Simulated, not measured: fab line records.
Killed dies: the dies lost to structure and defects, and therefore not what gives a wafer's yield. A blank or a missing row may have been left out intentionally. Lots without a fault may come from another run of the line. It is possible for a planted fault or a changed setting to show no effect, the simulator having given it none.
Lot-split experiment / flow n5Finfet / 21 wafers read across 7 lots, on a route 1938 steps long

== THE SPLIT ==
At N5_BEOL_M10_COAT_22 (resist thk 90 nm), the setting spinRpm was moved away from the recipe's 1500 rpm on 3 of the 21 wafers read, by -8.9% to +10.4%. All remaining wafers had this setting at the recipe value.

== FROM THE SPLIT TO THE READING: what the file shows between them, 4 steps ==
- N5_BEOL_M10_EBR_24
- N5_BEOL_M10_SOFTBAKE_23: time 60 s
- N5_BEOL_M10_EXPOSE_25: exposes mask V9
- N5_BEOL_M10_PEB_26: peb time 60 s

== THE READING ==
CAR-ArF_of_BEOL_M10_COAT_22.thkNm (the simulator's own value, which no gauge read), in nm, at N5_BEOL_M10_DEVELOP_27 (develop time 30 s). There is no usual value for it anywhere in the file. Average 88.3 nm, standard deviation 0.21 nm, over the 18 wafers here run with the recipe.

wafer=L075.1; tool, chamber at the split=lithoTrack-01, 0; spinRpm as run, rpm=1500; against the recipe=recipe; CAR-ArF_of_BEOL_M10_COAT_22.thkNm, nm=88.6; against lot-mates on the recipe=-
wafer=L075.3; tool, chamber at the split=lithoTrack-01, 0; spinRpm as run, rpm=1500; against the recipe=recipe; CAR-ArF_of_BEOL_M10_COAT_22.thkNm, nm=88.6; against lot-mates on the recipe=-
wafer=L075.6; tool, chamber at the split=lithoTrack-01, 0; spinRpm as run, rpm=1500; against the recipe=recipe; CAR-ArF_of_BEOL_M10_COAT_22.thkNm, nm=88.4; against lot-mates on the recipe=-
wafer=L076.2; tool, chamber at the split=lithoTrack-01, 0; spinRpm as run, rpm=1656; against the recipe=+10.4%; CAR-ArF_of_BEOL_M10_COAT_22.thkNm, nm=84.2; against lot-mates on the recipe=-4.2
wafer=L076.3; tool, chamber at the split=lithoTrack-01, 0; spinRpm as run, rpm=1656; against the recipe=+10.4%; CAR-ArF_of_BEOL_M10_COAT_22.thkNm, nm=84.2; against lot-mates on the recipe=-4.2
wafer=L076.6; tool, chamber at the split=lithoTrack-01, 0; spinRpm as run, rpm=1500; against the recipe=recipe; CAR-ArF_of_BEOL_M10_COAT_22.thkNm, nm=88.4; against lot-mates on the recipe=-
wafer=L079.2; tool, chamber at the split=lithoTrack-04, 0; spinRpm as run, rpm=1500; against the recipe=recipe; CAR-ArF_of_BEOL_M10_COAT_22.thkNm, nm=88.2; against lot-mates on the recipe=-
wafer=L079.4; tool, chamber at the split=lithoTrack-04, 0; spinRpm as run, rpm=1500; against the recipe=recipe; CAR-ArF_of_BEOL_M10_COAT_22.thkNm, nm=88.2; against lot-mates on the recipe=-
wafer=L079.3; tool, chamber at the split=lithoTrack-04, 0; spinRpm as run, rpm=1500; against the recipe=recipe; CAR-ArF_of_BEOL_M10_COAT_22.thkNm, nm=88; against lot-mates on the recipe=-
wafer=L083.1; tool, chamber at the split=lithoTrack-04, 0; spinRpm as run, rpm=1500; against the recipe=recipe; CAR-ArF_of_BEOL_M10_COAT_22.thkNm, nm=88.4; against lot-mates on the recipe=-
wafer=L083.3; tool, chamber at the split=lithoTrack-04, 0; spinRpm as run, rpm=1500; against the recipe=recipe; CAR-ArF_of_BEOL_M10_COAT_22.thkNm, nm=88.6; against lot-mates on the recipe=-
wafer=L083.5; tool, chamber at the split=lithoTrack-04, 0; spinRpm as run, rpm=1500; against the recipe=recipe; CAR-ArF_of_BEOL_M10_COAT_22.thkNm, nm=88.2; against lot-mates on the recipe=-
wafer=L091.3; tool, chamber at the split=lithoTrack-01, 0; spinRpm as run, rpm=1366; against the recipe=-8.9%; CAR-ArF_of_BEOL_M10_COAT_22.thkNm, nm=92.4; against lot-mates on the recipe=+4.2
wafer=L091.4; tool, chamber at the split=lithoTrack-01, 0; spinRpm as run, rpm=1500; against the recipe=recipe; CAR-ArF_of_BEOL_M10_COAT_22.thkNm, nm=88.4; against lot-mates on the recipe=-
wafer=L091.5; tool, chamber at the split=lithoTrack-01, 0; spinRpm as run, rpm=1500; against the recipe=recipe; CAR-ArF_of_BEOL_M10_COAT_22.thkNm, nm=88; against lot-mates on the recipe=-
wafer=L092.4; tool, chamber at the split=lithoTrack-01, 0; spinRpm as run, rpm=1500; against the recipe=recipe; CAR-ArF_of_BEOL_M10_COAT_22.thkNm, nm=88.2; against lot-mates on the recipe=-
wafer=L092.5; tool, chamber at the split=lithoTrack-01, 0; spinRpm as run, rpm=1500; against the recipe=recipe; CAR-ArF_of_BEOL_M10_COAT_22.thkNm, nm=88; against lot-mates on the recipe=-
wafer=L092.6; tool, chamber at the split=lithoTrack-01, 0; spinRpm as run, rpm=1500; against the recipe=recipe; CAR-ArF_of_BEOL_M10_COAT_22.thkNm, nm=88; against lot-mates on the recipe=-
wafer=L094.2; tool, chamber at the split=lithoTrack-04, 0; spinRpm as run, rpm=1500; against the recipe=recipe; CAR-ArF_of_BEOL_M10_COAT_22.thkNm, nm=88; against lot-mates on the recipe=-
wafer=L094.3; tool, chamber at the split=lithoTrack-04, 0; spinRpm as run, rpm=1500; against the recipe=recipe; CAR-ArF_of_BEOL_M10_COAT_22.thkNm, nm=88.2; against lot-mates on the recipe=-
wafer=L094.4; tool, chamber at the split=lithoTrack-04, 0; spinRpm as run, rpm=1500; against the recipe=recipe; CAR-ArF_of_BEOL_M10_COAT_22.thkNm, nm=88.4; against lot-mates on the recipe=-

FIT RESULTS
A straight line over all 21 wafers: CAR-ArF_of_BEOL_M10_COAT_22.thkNm changes by -0.412 nm for each +1% of spinRpm; r = -0.99; the points scatter about the line by 0.24 nm.
The same after taking each lot's own level away (the mean of its wafers on the recipe; 21 wafers): -0.423 nm for each +1%; r = -0.99; scatter 0.17 nm.
On that fit, the largest move of spinRpm shifts the reading by 4.4 nm.
From 88.07 to 88.53 nm: that is the span of the lots' own levels, equal to 2.2 times the standard deviation above.
Consequently the slope shifts little with the lot-to-lot level, the two slopes agreeing.
Check: with one of the wafers moved furthest among these (+10.4%) left out of the fit, the line predicts -4.46 nm for it against its lot-mates. It came out at -4.2 nm against them.

== THE WHOLE CHAIN: every reading that the file lists as answering this split, in the file's order ==
step=N5_BEOL_M10_COAT_22; what it does=resist thk 90 nm; reading=CAR-ArF_of_BEOL_M10_COAT_22.thkNm (the simulator's own value, which no gauge read); change (the file's fit)=-0.437 nm for each +1% of the setting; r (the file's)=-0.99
step=N5_BEOL_M10_DEVELOP_27; what it does=develop time 30 s; reading=CAR-ArF_of_BEOL_M10_COAT_22.thkNm (the simulator's own value, which no gauge read); change (the file's fit)=-0.432 nm for each +1% of the setting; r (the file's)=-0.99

== FILE'S OWN FIT ==
CAR-ArF_of_BEOL_M10_COAT_22.thkNm changes by -0.432 nm for each +1% of spinRpm, r = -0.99.
